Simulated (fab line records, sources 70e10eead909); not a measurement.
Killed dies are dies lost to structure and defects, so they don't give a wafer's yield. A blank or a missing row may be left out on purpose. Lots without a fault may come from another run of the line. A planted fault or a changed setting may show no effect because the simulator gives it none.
Chamber matching | flow nand_harc | NHARC_A_BLC_CMP_25 on cmp-04: 4 sister chambers
The step polishes, t overpolish 30 s, target thk 150 nm. 16 wafers are shown with their chamber, then 8 later ones without.

WAFERS WITH THEIR CHAMBER
wafer  | chamber | overpolish_run_s (s) | motor_current_A (A) | time_to_endpoint_s (s)
L074.1 | 0       | 29.999               | 11.3                | 31
L074.2 | 3       | 29.998               | 12.6                | 30
L074.4 | 1       | 29.999               | 13.2                | 32
L076.2 | 0       | 29.999               | 12.4                | 29
L076.3 | 1       | 29.993               | 13.4                | 30
L076.4 | 3       | 29.988               | 12.1                | 28
L081.3 | 0       | 30.012               | 12.0                | 29
L081.4 | 3       | 30.001               | 12.8                | 28
L081.5 | 0       | 30.005               | 12.3                | 30
L087.2 | 3       | 30.000               | 12.1                | 29
L087.3 | 2       | 30.030               | 13.8                | 36
L087.6 | 3       | 29.990               | 12.3                | 27
L089.3 | 1       | 29.989               | 13.1                | 26
L089.5 | 3       | 29.996               | 12.0                | 27
L089.6 | 0       | 30.004               | 11.5                | 28
L092.3 | 0       | 30.016               | 11.2                | 28

SIGNATURES (means of the wafers above)
reading            | chamber 0 | chamber 1 | chamber 2 | chamber 3 | scatter within a chamber
overpolish_run_s   | 30.00583  | 29.99367  | 30.03000  | 29.99550  | 0.00601
motor_current_A    | 11.783    | 13.233    | 13.800    | 12.317    | 0.398
time_to_endpoint_s | 29.17     | 29.33     | 36.00     | 28.17     | 1.64
Rule: a wafer's distance from a chamber is the root of the sum, over the readings, of the square of ((its reading less the chamber's mean) divided by the reading's scatter). The wafer belongs to the nearest chamber; if the next one is less than 2 further off, it can't be placed. The scatter: the root of (the sum of the squares of (reading less its chamber's mean) over the shown wafers, divided by (wafers less chambers)).

WAFERS WITHOUT THEIR CHAMBER
wafer  | overpolish_run_s (s) | motor_current_A (A) | time_to_endpoint_s (s)
L092.4 | 30.004               | 13.0                | 29
L092.5 | 30.008               | 14.3                | 37
L095.3 | 29.988               | 13.5                | 29
L095.5 | 30.003               | 12.8                | 29
L095.6 | 29.996               | 11.9                | 29
L097.2 | 30.018               | 12.2                | 28
L097.3 | 30.005               | 12.7                | 27
L097.4 | 29.984               | 11.5                | 27

WHICH CHAMBER EACH WENT THROUGH
wafer  | from the rows above          | in truth
L092.4 | can't be placed: 1 or 3 or 0 | 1
L092.5 | can't be placed: 2 or 1      | 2
L095.3 | 1                            | 1
L095.5 | can't be placed: 3 or 1 or 0 | 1
L095.6 | can't be placed: 3 or 0      | 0
L097.2 | can't be placed: 0 or 3      | 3
L097.3 | can't be placed: 3 or 0 or 1 | 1
L097.4 | can't be placed: 3 or 0 or 1 | 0
Placed correctly: 1 of 8. Can't be placed from these rows: 7 (the true chamber is among the candidates in 7). Placed wrongly: 0.
